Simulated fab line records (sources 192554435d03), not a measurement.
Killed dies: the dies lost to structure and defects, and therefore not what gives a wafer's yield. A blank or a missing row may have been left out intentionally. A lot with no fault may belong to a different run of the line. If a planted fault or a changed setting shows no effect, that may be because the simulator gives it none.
Lot-split experiment    flow n5 finfet    route with 1938 steps; 7 lots, 21 wafers read

## ABOUT THE SPLIT
At N5_BEOL_M4_COAT_62 (time 60 s, resist thk 12 nm), the setting spin rpm was moved away from the recipe's 1500 rpm on 6 of the 21 wafers read, by -4.3% to +6.5%. For the rest of the wafers, this setting stayed at what the recipe calls for.

## FROM THE SPLIT TO THE READING: what the file shows between them, 4 steps
- N5_BEOL_M4_COAT_73: time 60 s, resist thk 5 nm
- N5_BEOL_M4_COAT_05: resist thk 30 nm
- N5_BEOL_M4_DESCUM_16: chemistry O2, time 7 s
- N5_BEOL_M4_ETCH_74: etches underlayer in N2/H2, target depth 6.5 nm, time 5.2 s

## THE READING
etch.depth nm (the simulator's own value, which no gauge read), in nm, at N5_BEOL_M4_ETCH_63 (etches SiARC in CF4, target depth 15.6 nm, time 26 s). The file gives no usual value for it. Here, 15 wafers ran the recipe; their average is 11.98 nm with a standard deviation of 0.041 nm.

wafer   tool, chamber at the split  spin rpm as run, rpm  against the recipe  etch.depth nm, nm  against lot-mates on the recipe
L077.1  litho track-04, 0           1500                  recipe              12                 -
L077.2  litho track-04, 0           1445                  -3.7%               12.3               +0.30
L077.6  litho track-04, 0           1445                  -3.7%               12.25              +0.25
L079.2  litho track-04, 0           1500                  recipe              12                 -
L079.4  litho track-04, 0           1500                  recipe              12.01              -
L079.6  litho track-04, 0           1436                  -4.3%               12.29              +0.29
L080.3  litho track-02, 0           1500                  recipe              11.96              -
L080.4  litho track-02, 0           1500                  recipe              11.94              -
L080.6  litho track-02, 0           1500                  recipe              11.93              -
L081.1  litho track-02, 0           1500                  recipe              11.92              -
L081.2  litho track-02, 0           1597                  +6.5%               11.59              -0.34
L081.3  litho track-02, 0           1500                  recipe              11.95              -
L083.1  litho track-04, 0           1500                  recipe              12.06              -
L083.3  litho track-04, 0           1555                  +3.7%               11.8               -0.26
L083.6  litho track-04, 0           1555                  +3.7%               11.82              -0.24
L085.2  litho track-02, 0           1500                  recipe              11.96              -
L085.6  litho track-02, 0           1500                  recipe              11.96              -
L085.4  litho track-02, 0           1500                  recipe              11.97              -
L096.4  litho track-02, 0           1500                  recipe              12.01              -
L096.5  litho track-02, 0           1500                  recipe              12.05              -
L096.6  litho track-02, 0           1500                  recipe              12.02              -

THE FIT
A straight line over all 21 wafers: etch.depth nm changes by -0.0641 nm for each +1% of spin rpm; r = -0.96; the points scatter about the line by 0.045 nm.
The same after taking each lot's own level away (the mean of its wafers on the recipe; 21 wafers): -0.0642 nm for each +1%; r = -0.99; scatter 0.024 nm.
According to that fit, moving spin rpm by its largest amount changes the reading by 0.42 nm.
The span of the lots' own levels, 11.935 to 12.060 nm, comes to 3.0 times the standard deviation stated above.
Hence the lot-to-lot level has little effect on the slope; both slopes agree.
Check: for one of the wafers moved furthest among these (+6.5%), held out of the fit, the line's prediction against its lot-mates is -0.453 nm. It came out at -0.345 nm against them.

## THESE WAFERS: OTHER SPLITS
Other splits were also applied to these wafers ahead of the reading. Each is held against what the fit with the lots' levels taken away leaves over:
other split on the same wafers  wafers away from the commonest value  r with etch.depth nm (lot level and that fit taken away)
N5_BEOL_M1_COAT_61 spin rpm     7                                     +0.00
N5_BEOL_M1_COAT_62 spin rpm     7                                     +0.15
N5_BEOL_M2_ETCH_69 bias w       7                                     +0.49

## FILE'S OWN FIT
etch.depth nm changes by -0.0616 nm for each +1% of spin rpm, r = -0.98.
